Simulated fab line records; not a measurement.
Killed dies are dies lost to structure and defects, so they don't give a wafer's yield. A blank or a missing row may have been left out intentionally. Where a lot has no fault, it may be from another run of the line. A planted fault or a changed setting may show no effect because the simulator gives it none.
fab line records -- flow n5-finfet -- part 1 of 2: steps 1 to 20 of 30
record lots=5, wafers=15, last-day=16
route steps=1938 shown BEOL_M0_SAQP@676 BEOL_M0_CUTY@701
lots untouched by any fault: they come from a run of this same line in which no faults occurred
start-h: the number of hours between the record's first day and the start of the first shown wafer of the lot -- wait-h: hours from the lot's prior step to this one -- " same as the row above -- L1.1+2: several wafers, shown together as one row -- - no value present, or no start provided -- * or withheld: withheld -- < > ~ a bound
route shown NAME@n: names a module that has steps shown in the file, with the first one's number in the route -- usual: mean/standard deviation taken from wafers without a fault -- same: alike in all rows -- chamber/n: place in a boat -- sites: the reading at each site -- _std_site: the values' standard deviation -- _edge_site: mean of outer sites minus mean of inner sites -- radius-mm: how far each site lies from the wafer's centre -- mask NAME#n: copy n -- behind: the most recent tool/chamber to have shaped the wafer -- hold: why the lot was held/for how many hours/how that ended -- device: which transistor (n, p or np) failed to switch -- end of line: tests of these same wafers at the route's end -- a step without rows: its recipe alone -- killed: dies lost to structure and defects at the first sort, not the wafer's yield -- map: a wafer's dies, marking killed ones x, the rest . and places with no die _
set.NAME: the run value of the setting; set.NAME@STEP: its run value at that earlier step -- model.NAME: the simulator's own value behind a step, which no gauge read
lots at some steps of the route; a table a step, a row a wafer
services: when a tool's chamber went out of use (start-h, in hours from the record's first day, below 0 if earlier), for how many hours, and the reason
## steps
# step N5_BEOL_M0_SAQP_SPACER2_ALD_26
# recipe material=SiO2, target-thk-a=150, temp-c=300, ald-precursor-family=BDEAS, ald-co-reactant=O2-plasma, pulse-time-s=1, purge-time-s=2, co-reactant-purge-time-s=2, pressure-torr=2
# usual heater-power-w=460/38, precursor-pulse-height-rel=0.997/0.02
# same purge-time-s=2
lot.wafer,tool,chamber,start-h,wait-h,heater-power-w,precursor-pulse-height-rel
L079.1,ald-sin-04,3,144.61,0.1,440,0.985
L079.4,ald-sin-04,0,144.61,0.1,527,0.985
L079.6,ald-sin-04,1,144.61,0.1,498,0.992
L080.2,ald-sin-03,0,151.60,0.3,499,0.988
L080.3,ald-sin-03,3,151.60,0.3,461,1.005
L080.4,ald-sin-03,1,151.60,0.3,396,1.014
L086.2,ald-sin-03,0,188.65,1.6,509,0.980
L086.5,ald-sin-03,1,188.65,1.6,388,0.969
L086.6,ald-sin-03,2,188.65,1.6,437,1.007
L089.1,ald-sin-03,2,205.71,0.1,446,1.026
L089.2,ald-sin-03,3,205.71,0.1,477,0.996
L089.3,ald-sin-03,0,205.71,0.1,524,1.004
L093.1,ald-sin-02,0,229.06,0.1,446,1.021
L093.3,ald-sin-02,3,229.06,0.1,397,0.996
L093.5,ald-sin-02,1,229.06,0.1,488,1.012
# step N5_BEOL_M0_SAQP_SPACER2_ETCHBACK_27
# recipe chemistry=CHF3/O2, mode=anisotropic-etchback, target=SiO2, target-depth-a=225, time-s=11.25, pressure-mtorr=30, source-w=650, bias-w=170, Ar_flow_sccm=200, CHF3_flow_sccm=50, O2_flow_sccm=5, ion-energy-ev=200
# usual drypump-motor-current-A=5.6/0.54, oes_o_777_au=0.77/0.087, oes-product-au=0.76/0.095, rf-fwd-power-W=645.6/2.5, rf-vpp-V=517/9.8, showerhead-plenum-p-Torr=2.39/0.087, throttle-valve-pct=18.81/0.25
lot.wafer,tool,chamber,start-h,wait-h,drypump-motor-current-A,oes_o_777_au,oes-product-au,rf-fwd-power-W,rf-hours-counter-h,rf-vpp-V,showerhead-plenum-p-Torr,throttle-valve-pct
L079.1,rie-diel-05,2,145.16,0.3,5.7,0.68,0.67,646.3,226,522,2.48,18.62
L079.4,rie-diel-05,3,145.16,0.3,5.0,0.70,0.69,647.2,239,507,2.37,18.61
L079.6,rie-diel-05,0,145.16,0.3,5.5,0.90,0.91,640.7,-,523,2.45,18.35
L080.2,rie-diel-04,3,152.15,0.3,6.1,0.78,0.79,645.4,117,507,2.32,18.84
L080.3,rie-diel-04,1,152.15,0.3,5.0,0.73,0.72,648.5,159,505,2.31,18.90
L080.4,rie-diel-04,2,152.15,0.3,6.3,0.72,0.72,646.6,209,505,2.38,19.12
L086.2,rie-diel-03,2,189.20,0.3,6.6,0.76,0.77,646.7,158,526,2.49,18.81
L086.5,rie-diel-03,3,189.20,0.3,5.4,0.99,0.99,646.2,-,512,2.37,18.79
L086.6,rie-diel-03,2,189.20,0.3,6.6,0.76,0.76,648.3,-,526,2.49,18.80
L089.1,rie-diel-05,1,206.26,0.3,5.8,0.69,0.67,645.5,249,519,2.28,18.91
L089.2,rie-diel-05,2,206.26,0.3,5.7,0.66,0.65,645.8,248,521,2.47,18.63
L089.3,rie-diel-05,0,206.26,0.3,5.5,0.87,0.87,641.1,54,523,2.45,18.39
L093.1,rie-diel-04,1,229.61,0.3,5.0,0.72,0.71,645.5,181,507,2.31,18.91
L093.3,rie-diel-04,2,229.61,0.3,6.3,0.71,0.71,647.9,234,505,2.37,19.17
L093.5,rie-diel-04,1,229.61,0.3,5.0,0.72,0.71,645.0,-,504,2.31,18.94
# step N5_BEOL_M0_SAQP_MANDREL2_REMOVE_110
# recipe chemistry=HBr/Cl2/O2, bt-time-s=10, target=a-Si, stop-on=SiCN, endpoint=OES-SiCl, over-etch-frac=1, icp-w=600, bias-w=30, HBr_flow_sccm=150, Cl2_flow_sccm=80, O2_flow_sccm=5, pressure-mtorr=10
# usual drypump-motor-current-A=5.8/0.46, oes_o_777_au=0.98/0.042, oes-product-au=0.999/0.017, rf-fwd-power-W=596.3/1.8, throttle-valve-pct=36.7/0.36
lot.wafer,tool,chamber,start-h,wait-h,drypump-motor-current-A,oes_o_777_au,oes-product-au,rf-fwd-power-W,rf-hours-counter-h,throttle-valve-pct
L079.1,rie-si-01,0,145.25,0.1,6.8,0.98,1.010,598.0,132,36.8
L079.4,rie-si-01,1,145.25,0.1,5.2,1.01,1.005,597.2,181,36.9
L079.6,rie-si-01,2,145.25,0.1,5.5,1.00,0.983,593.9,-,36.1
L080.2,rie-si-05,1,152.24,0.1,5.9,1.04,1.028,597.2,9,36.1
L080.3,rie-si-05,3,152.24,0.1,5.7,0.93,0.988,596.5,186,36.5
L080.4,rie-si-05,1,152.24,0.1,5.9,1.04,1.032,595.2,-,36.1
L086.2,rie-si-06,3,189.29,0.1,5.3,1.02,0.980,597.5,6,36.6
L086.5,rie-si-06,0,189.29,0.1,6.1,1.04,1.011,597.2,-,36.2
L086.6,rie-si-06,3,189.29,0.1,5.3,1.01,0.996,594.8,-,36.6
L089.1,rie-si-05,3,206.35,0.1,5.7,0.93,0.976,596.1,187,36.5
L089.2,rie-si-05,0,206.35,0.1,5.8,0.95,1.011,593.3,25,36.5
L089.3,rie-si-05,1,206.35,0.1,5.9,1.05,1.032,596.8,10,36.1
L093.1,rie-si-06,0,229.70,0.1,6.1,1.04,1.016,594.3,78,36.2
L093.3,rie-si-06,1,229.70,0.1,6.1,0.93,1.016,594.6,20,37.0
L093.5,rie-si-06,1,229.70,0.1,6.1,0.92,1.006,594.7,-,37.0
# step N5_BEOL_M0_SAQP_CD_MEAS_29
# recipe target-cd-nm=14.4, landing-energy-ev=1000, detector=se-inlens
# usual cd-nm=14.98/0.22
# same landing-energy-ev=1000
lot.wafer,tool,chamber,start-h,wait-h,cd-nm
L079.1,cd-sem-03,0,145.36,0.1,14.73
L079.4,cd-sem-03,0,145.36,0.1,14.84
L079.6,cd-sem-03,0,145.36,0.1,14.63
L080.2,cd-sem-03,0,152.35,0.1,14.48
L080.3,cd-sem-03,0,152.35,0.1,15.18
L080.4,cd-sem-03,0,152.35,0.1,14.87
L086.2,cd-sem-01,0,189.40,0.1,14.94
L086.5,cd-sem-01,0,189.40,0.1,14.90
L086.6,cd-sem-01,0,189.40,0.1,15.31
L089.1,cd-sem-03,0,206.46,0.1,14.98
L089.2,cd-sem-03,0,206.46,0.1,14.75
L089.3,cd-sem-03,0,206.46,0.1,15.21
L093.1,cd-sem-01,0,229.81,0.1,15.00
L093.3,cd-sem-01,0,229.81,0.1,15.00
L093.5,cd-sem-01,0,229.81,0.1,15.17
# step N5_BEOL_M0_SAQP_COAT_69
# recipe resist=SOC, temp-c=250, time-s=60, spin-rpm=1500, resist-thk-nm=90
lot.wafer,tool,chamber,start-h,wait-h
L079.1+4+6,litho-track-04,0,145.39,0.0
L080.2+3+4,litho-track-03,0,152.38,0.0
L086.2+5+6,litho-track-05,0,189.44,0.0
L089.1+2+3,litho-track-04,0,206.49,0.0
L093.1+3+5,litho-track-04,0,229.84,0.0
# step N5_BEOL_M0_SAQP_COAT_72
# recipe resist=SiARC, temp-c=220, time-s=60, spin-rpm=1500, resist-thk-nm=15
lot.wafer,tool,chamber,start-h,wait-h
L079.1+4+6,litho-track-04,0,-,-
L080.2+3+4,litho-track-03,0,-,-
L086.2+5+6,litho-track-05,0,-,-
L089.1+2+3,litho-track-04,0,-,-
L093.1+3+5,litho-track-04,0,-,-
# step N5_BEOL_M0_SAQP_COAT_87
# recipe resist=underlayer, temp-c=205, time-s=60, spin-rpm=1500, resist-thk-nm=5
lot.wafer,tool,chamber,start-h,wait-h
L079.1+4+6,litho-track-04,0,-,-
L080.2+3+4,litho-track-03,0,-,-
L086.2+5+6,litho-track-05,0,-,-
L089.1+2+3,litho-track-04,0,-,-
L093.1+3+5,litho-track-04,0,-,-
# step N5_BEOL_M0_SAQP_COAT_34
# recipe resist=CAR-EUV, spin-rpm=1500, resist-thk-nm=30
lot.wafer,tool,chamber,start-h,wait-h
L079.1+4+6,litho-track-04,0,-,-
L080.2+3+4,litho-track-03,0,-,-
L086.2+5+6,litho-track-05,0,-,-
L089.1+2+3,litho-track-04,0,-,-
L093.1+3+5,litho-track-04,0,-,-
# step N5_BEOL_M0_SAQP_EBR_36
# recipe solvent=PGMEA, ebr-width-mm=1.5
lot.wafer,tool,chamber,start-h,wait-h
L079.1+4+6,litho-track-04,0,-,-
L080.2+3+4,litho-track-03,0,-,-
L086.2+5+6,litho-track-05,0,-,-
L089.1+2+3,litho-track-04,0,-,-
L093.1+3+5,litho-track-04,0,-,-
# step N5_BEOL_M0_SAQP_SOFTBAKE_35
# recipe temp-c=110, time-s=60, resist=CAR-EUV
lot.wafer,tool,chamber,start-h,wait-h
L079.1+4+6,litho-track-04,0,-,-
L080.2+3+4,litho-track-03,0,-,-
L086.2+5+6,litho-track-05,0,-,-
L089.1+2+3,litho-track-04,0,-,-
L093.1+3+5,litho-track-04,0,-,-
# step N5_BEOL_M0_SAQP_EXPOSE_37
# recipe mask-id=M0_CUT1, na=0.33, source-shape=annular, sigma-inner=0.35, sigma-outer=0.8, polarization=unpolarized, target-cd-nm=30, dose-mj=44.75
# usual focus-offset-nm=0.1/0.56
lot.wafer,tool,chamber,start-h,wait-h,mask,focus-offset-nm
L079.1,euv-scanner-02,0,145.53,-,M0_CUT1#0,0.0
L079.4,euv-scanner-02,0,145.53,-,M0_CUT1#0,-0.1
L079.6,euv-scanner-02,0,145.53,-,M0_CUT1#0,0.3
L080.2,euv-scanner-01,0,152.65,-,M0_CUT1#0,0.0
L080.3,euv-scanner-01,0,152.65,-,M0_CUT1#0,0.2
L080.4,euv-scanner-01,0,152.65,-,M0_CUT1#0,-0.7
L086.2,euv-scanner-02,0,189.71,-,M0_CUT1#0,0.0
L086.5,euv-scanner-02,0,189.71,-,M0_CUT1#0,-0.1
L086.6,euv-scanner-02,0,189.71,-,M0_CUT1#0,-0.9
L089.1,euv-scanner-01,0,206.63,-,M0_CUT1#0,-0.2
L089.2,euv-scanner-01,0,206.63,-,M0_CUT1#0,-0.4
L089.3,euv-scanner-01,0,206.63,-,M0_CUT1#0,-0.3
L093.1,euv-scanner-02,0,229.98,-,M0_CUT1#0,0.3
L093.3,euv-scanner-02,0,229.98,-,M0_CUT1#0,0.0
L093.5,euv-scanner-02,0,229.98,-,M0_CUT1#0,-1.1
# step N5_BEOL_M0_SAQP_PEB_38
# recipe peb-temp-c=100, peb-time-s=60, resist=CAR-EUV
lot.wafer,tool,chamber,start-h,wait-h
L079.1+4+6,litho-track-04,0,145.60,0.1
L080.2+3+4,litho-track-04,0,152.71,0.1
L086.2+5+6,litho-track-04,0,189.77,0.1
L089.1+2+3,litho-track-04,0,206.69,0.1
L093.1+3+5,litho-track-04,0,230.05,0.1
# step N5_BEOL_M0_SAQP_DEVELOP_39
# recipe develop-time-s=30, developer=TMAH, resist=CAR-EUV, rinse-liquid=surfactant-rinse, dry=air-spin, dev-temp-c=23
lot.wafer,tool,chamber,start-h,wait-h
L079.1+4+6,litho-track-04,0,-,-
L080.2+3+4,litho-track-04,0,-,-
L086.2+5+6,litho-track-04,0,-,-
L089.1+2+3,litho-track-04,0,-,-
L093.1+3+5,litho-track-04,0,-,-
# step N5_BEOL_M0_SAQP_CD_MEAS_40
# recipe target-cd-nm=30, landing-energy-ev=500, detector=se-inlens
# usual cd-nm=29.98/0.24
# same landing-energy-ev=500
lot.wafer,tool,chamber,start-h,wait-h,cd-nm
L079.1,cd-sem-03,0,145.66,-,29.85
L079.4,cd-sem-03,0,145.66,-,29.46
L079.6,cd-sem-03,0,145.66,-,29.65
L080.2,cd-sem-01,0,152.78,-,29.83
L080.3,cd-sem-01,0,152.78,-,30.31
L080.4,cd-sem-01,0,152.78,-,30.08
L086.2,cd-sem-02,0,189.84,-,29.64
L086.5,cd-sem-02,0,189.84,-,29.58
L086.6,cd-sem-02,0,189.84,-,30.10
L089.1,cd-sem-02,0,206.77,-,30.13
L089.2,cd-sem-02,0,206.77,-,29.92
L089.3,cd-sem-02,0,206.77,-,29.97
L093.1,cd-sem-03,0,230.12,-,30.01
L093.3,cd-sem-03,0,230.12,-,30.27
L093.5,cd-sem-03,0,230.12,-,29.61
# step N5_BEOL_M0_SAQP_OVL_MEAS_41
# recipe points-per-wafer=522
# usual M0_CUT1_OVL=-0.2/0.73
lot.wafer,tool,chamber,start-h,wait-h,M0_CUT1_OVL[nm]
L079.1,overlay-01,0,145.69,0.0,-0.3
L079.4,overlay-01,0,145.69,0.0,0.0
L079.6,overlay-01,0,145.69,0.0,0.2
L080.2,overlay-02,0,152.82,0.0,-1.0
L080.3,overlay-02,0,152.82,0.0,0.0
L080.4,overlay-02,0,152.82,0.0,0.2
L086.2,overlay-01,0,189.87,0.0,-1.9
L086.5,overlay-01,0,189.87,0.0,-0.6
L086.6,overlay-01,0,189.87,0.0,-1.9
L089.1,overlay-02,0,206.80,0.0,-0.9
L089.2,overlay-02,0,206.80,0.0,-0.3
L089.3,overlay-02,0,206.80,0.0,-0.8
L093.1,overlay-02,0,230.15,0.0,0.3
L093.3,overlay-02,0,230.15,0.0,0.3
L093.5,overlay-02,0,230.15,0.0,0.0
# step N5_BEOL_M0_SAQP_INSPECT_42
# recipe mode=adi, inspect-instrument=brightfield
# usual raw-defect-count=296/77
lot.wafer,tool,chamber,start-h,wait-h,raw-defect-count
L079.1,defect-inspect-02,-,145.75,0.1,361
L079.4,defect-inspect-02,-,145.75,0.1,360
L079.6,defect-inspect-02,-,145.75,0.1,232
L080.2,defect-inspect-02,-,152.87,0.0,220
L080.3,defect-inspect-02,-,152.87,0.0,248
L080.4,defect-inspect-02,-,152.87,0.0,256
L086.2,defect-inspect-02,-,189.93,0.0,285
L086.5,defect-inspect-02,-,189.93,0.0,225
L086.6,defect-inspect-02,-,189.93,0.0,198
L089.1,defect-inspect-01,-,206.85,0.1,212
L089.2,defect-inspect-01,-,206.85,0.1,401
L089.3,defect-inspect-01,-,206.85,0.1,239
L093.1,defect-inspect-01,-,230.21,0.1,217
L093.3,defect-inspect-01,-,230.21,0.1,229
L093.5,defect-inspect-01,-,230.21,0.1,281
# step N5_BEOL_M0_SAQP_DESCUM_45
# recipe chemistry=O2, time-s=7, source-power-w=50, bias-power-w=20, pressure-mtorr=20, rf-frequency-hz=2.712e+07, temp-c=40, resist=CAR-EUV, o2-flow-sccm=225
# usual drypump-motor-current-A=5.5/0.47, o2-flow-sccm=225.0/0.75, oes-product-au=0.78/0.11, rf-fwd-power-W=49.31/0.27, rf-vpp-V=243.0/1.4, showerhead-plenum-p-Torr=2.09/0.075, throttle-valve-pct=20.3/0.33
lot.wafer,tool,chamber,start-h,wait-h,drypump-motor-current-A,o2-flow-sccm,oes-product-au,rf-fwd-power-W,rf-hours-counter-h,rf-vpp-V,showerhead-plenum-p-Torr,throttle-valve-pct
L079.1,rie-diel-04,2,145.79,0.0,6.3,224.4,0.70,49.71,208,241.9,2.08,20.7
L079.4,rie-diel-04,1,145.79,0.0,5.0,226.0,0.73,49.49,157,242.0,2.01,20.5
L079.6,rie-diel-04,2,145.79,0.0,6.3,224.4,0.71,49.49,-,241.1,2.08,20.7
L080.2,rie-diel-03,2,153.36,0.5,6.6,224.6,0.77,49.18,145,245.7,2.19,20.4
L080.3,rie-diel-03,1,153.36,0.5,4.9,224.7,0.88,49.10,34,245.7,2.21,20.6
L080.4,rie-diel-03,3,153.36,0.5,5.4,224.6,0.68,49.61,248,242.9,2.06,20.8
L086.2,rie-diel-05,2,189.96,0.0,5.7,224.7,0.67,49.15,241,243.7,2.15,20.1
L086.5,rie-diel-05,2,189.96,0.0,5.7,224.7,0.67,48.89,-,244.1,2.15,20.1
L086.6,rie-diel-05,1,189.96,0.0,5.8,225.1,0.69,49.55,-,240.6,1.98,20.4
L089.1,rie-diel-05,3,206.89,0.0,5.0,223.8,0.99,49.30,1,242.6,2.04,19.6
L089.2,rie-diel-05,1,206.89,0.0,5.8,225.0,0.69,49.62,249,241.5,1.98,20.4
L089.3,rie-diel-05,2,206.89,0.0,5.7,226.1,0.65,49.17,248,245.1,2.15,20.1
L093.1,rie-diel-03,1,230.24,0.0,4.9,225.1,0.84,49.06,64,245.3,2.20,20.6
L093.3,rie-diel-03,3,230.24,0.0,5.4,224.3,0.93,49.63,17,242.6,2.06,20.4
L093.5,rie-diel-03,0,230.24,0.0,5.6,225.6,0.97,49.47,-,243.3,2.07,20.3
# step N5_BEOL_M0_SAQP_ETCH_88
# recipe chemistry=N2/H2, target=underlayer, target-depth-a=65, time-s=5.2, ion-energy-ev=200, mask-material=CAR-EUV, pressure-mtorr=30, source-w=840, bias-w=150, n2-flow-sccm=200, h2-flow-sccm=200, ends=cleared
# usual drypump-motor-current-A=5.5/0.47, etch-rf-on-time-s=5.18/0.14, n2-flow-sccm=200.1/0.63, oes-product-au=0.67/0.095, rf-fwd-power-W=819.4/3, rf-vpp-V=523.9/2.9, showerhead-plenum-p-Torr=2.53/0.089, throttle-valve-pct=17.7/0.37
lot.wafer,tool,chamber,start-h,wait-h,drypump-motor-current-A,etch-rf-on-time-s,n2-flow-sccm,oes-product-au,rf-fwd-power-W,rf-hours-counter-h,rf-vpp-V,showerhead-plenum-p-Torr,throttle-valve-pct
L079.1,rie-diel-04,2,145.82,0.0,6.3,5.12,200.3,0.60,815.5,208,524.8,2.52,18.2
L079.4,rie-diel-04,1,145.82,0.0,5.0,5.28,199.5,0.61,816.3,157,520.4,2.43,17.9
L079.6,rie-diel-04,2,145.82,0.0,6.3,5.12,200.6,0.61,815.0,-,521.3,2.52,18.3
L080.2,rie-diel-03,2,153.40,0.0,6.6,5.12,200.3,0.67,819.8,145,525.1,2.63,17.6
L080.3,rie-diel-03,1,153.40,0.0,4.9,5.21,198.8,0.75,814.3,34,529.1,2.70,18.1
L080.4,rie-diel-03,3,153.40,0.0,5.4,5.19,198.6,0.59,818.1,248,521.8,2.50,18.3
L086.2,rie-diel-05,2,190.00,0.0,5.7,5.27,199.9,0.56,822.7,241,524.8,2.60,17.4
L086.5,rie-diel-05,2,190.00,0.0,5.7,5.19,200.4,0.57,816.6,-,523.9,2.60,17.4
L086.6,rie-diel-05,1,190.00,0.0,5.8,5.59,200.8,0.58,819.8,-,520.5,2.42,18.1
L089.1,rie-diel-05,3,206.92,0.0,5.0,5.00,199.4,0.86,818.1,1,524.7,2.49,17.1
L089.2,rie-diel-05,1,206.92,0.0,5.8,5.53,199.5,0.57,817.1,249,521.0,2.41,18.1
L089.3,rie-diel-05,2,206.92,0.0,5.7,5.20,200.9,0.56,821.1,248,525.2,2.60,17.4
L093.1,rie-diel-03,1,230.28,0.0,4.9,5.25,200.3,0.71,817.9,64,526.7,2.69,18.2
L093.3,rie-diel-03,3,230.28,0.0,5.5,5.01,199.9,0.80,816.0,17,522.9,2.49,17.8
L093.5,rie-diel-03,0,230.28,0.0,5.7,5.04,200.1,0.84,815.3,-,524.1,2.49,17.7
# step N5_BEOL_M0_SAQP_ETCH_73
# recipe chemistry=CF4, target=SiARC, target-depth-a=195, mask-material=CAR-EUV, time-s=32.5, ion-energy-ev=80, pressure-mtorr=40, source-w=545, bias-w=36, Ar_flow_sccm=100, cf4-flow-sccm=100, ends=cleared
# usual drypump-motor-current-A=5.5/0.47, etch-rf-on-time-s=32.3/0.87, oes-product-au=0.67/0.095, rf-fwd-power-W=533.3/2.9, rf-vpp-V=184.0/1.2, showerhead-plenum-p-Torr=2.13/0.072, throttle-valve-pct=15.49/0.28
lot.wafer,tool,chamber,start-h,wait-h,drypump-motor-current-A,etch-rf-on-time-s,oes-product-au,rf-fwd-power-W,rf-hours-counter-h,rf-vpp-V,showerhead-plenum-p-Torr,throttle-valve-pct
L079.1,rie-diel-04,2,145.84,0.0,6.3,31.1,0.62,537.2,208,184.5,2.12,15.90
L079.4,rie-diel-04,1,145.84,0.0,5.0,32.4,0.63,528.5,157,182.6,2.06,15.58
L079.6,rie-diel-04,2,145.84,0.0,6.3,31.3,0.62,534.3,-,184.0,2.12,15.89
L080.2,rie-diel-03,2,153.41,0.0,6.6,32.5,0.66,532.6,145,183.9,2.21,15.47
L080.3,rie-diel-03,1,153.41,0.0,4.9,32.0,0.76,533.1,34,185.2,2.26,15.70
L080.4,rie-diel-03,3,153.41,0.0,5.4,32.2,0.59,540.7,248,182.5,2.11,15.97
L086.2,rie-diel-05,2,190.01,0.0,5.7,32.6,0.56,532.1,241,185.3,2.20,15.48
L086.5,rie-diel-05,2,190.01,0.0,5.7,33.0,0.56,531.7,-,184.3,2.20,15.48
L086.6,rie-diel-05,1,190.01,0.0,5.8,34.5,0.58,538.8,-,182.1,2.02,15.57
L089.1,rie-diel-05,3,206.94,0.0,5.0,30.9,0.87,533.9,1,183.9,2.10,14.90
L089.2,rie-diel-05,1,206.94,0.0,5.8,34.7,0.57,534.5,249,182.6,2.02,15.59
L089.3,rie-diel-05,2,206.94,0.0,5.7,32.6,0.56,530.8,248,183.1,2.20,15.48
L093.1,rie-diel-03,1,230.29,0.0,4.9,32.2,0.71,534.7,64,184.9,2.25,15.76
L093.3,rie-diel-03,3,230.29,0.0,5.4,31.4,0.80,537.5,17,184.8,2.11,15.49
L093.5,rie-diel-03,0,230.29,0.0,5.6,31.4,0.84,539.6,-,184.5,2.10,15.37
# step N5_BEOL_M0_SAQP_CUT_ETCH_46
# recipe chemistry=N2/H2, target=SOC, target-depth-a=1350, overetch-a=270, temp-c=40, time-s=202.5, ion-energy-ev=200, mask-material=SiARC, pressure-mtorr=30, source-w=840, bias-w=150, n2-flow-sccm=200, h2-flow-sccm=200
# usual drypump-motor-current-A=5.5/0.47, n2-flow-sccm=200.0/0.53, rf-fwd-power-W=837.3/2.7, rf-vpp-V=523.7/2.7, showerhead-plenum-p-Torr=2.53/0.089, throttle-valve-pct=17.7/0.37
lot.wafer,tool,chamber,start-h,wait-h,drypump-motor-current-A,n2-flow-sccm,rf-fwd-power-W,rf-hours-counter-h,rf-vpp-V,showerhead-plenum-p-Torr,throttle-valve-pct
L079.1,rie-diel-04,2,145.87,0.0,6.3,200.0,837.3,208,521.8,2.52,18.2
L079.4,rie-diel-04,1,145.87,0.0,5.0,199.2,838.2,157,521.2,2.43,17.8
L079.6,rie-diel-04,2,145.87,0.0,6.3,200.3,836.1,-,523.8,2.52,18.2
L080.2,rie-diel-03,2,153.44,0.0,6.6,199.2,837.1,145,527.1,2.63,17.5
L080.3,rie-diel-03,1,153.44,0.0,4.9,199.7,838.8,34,528.1,2.70,18.1
L080.4,rie-diel-03,3,153.44,0.0,5.4,199.9,835.7,248,522.4,2.50,18.2
L086.2,rie-diel-05,2,190.04,0.0,5.7,199.3,836.7,241,525.5,2.60,17.4
L086.5,rie-diel-05,2,190.04,0.0,5.7,200.4,835.2,-,525.5,2.60,17.4
L086.6,rie-diel-05,1,190.04,0.0,5.8,200.3,840.9,-,520.6,2.42,18.0
L089.1,rie-diel-05,3,206.97,0.0,5.0,199.0,836.6,1,523.5,2.49,17.1
L089.2,rie-diel-05,1,206.97,0.0,5.8,199.2,837.7,249,519.7,2.41,18.0
L089.3,rie-diel-05,2,206.97,0.0,5.7,200.2,838.5,248,524.8,2.60,17.4
L093.1,rie-diel-03,1,230.33,0.0,4.9,199.4,838.3,64,526.6,2.69,18.2
L093.3,rie-diel-03,3,230.33,0.0,5.5,199.5,835.0,17,522.7,2.49,17.8
L093.5,rie-diel-03,0,230.33,0.0,5.6,200.3,835.0,-,523.1,2.49,17.6
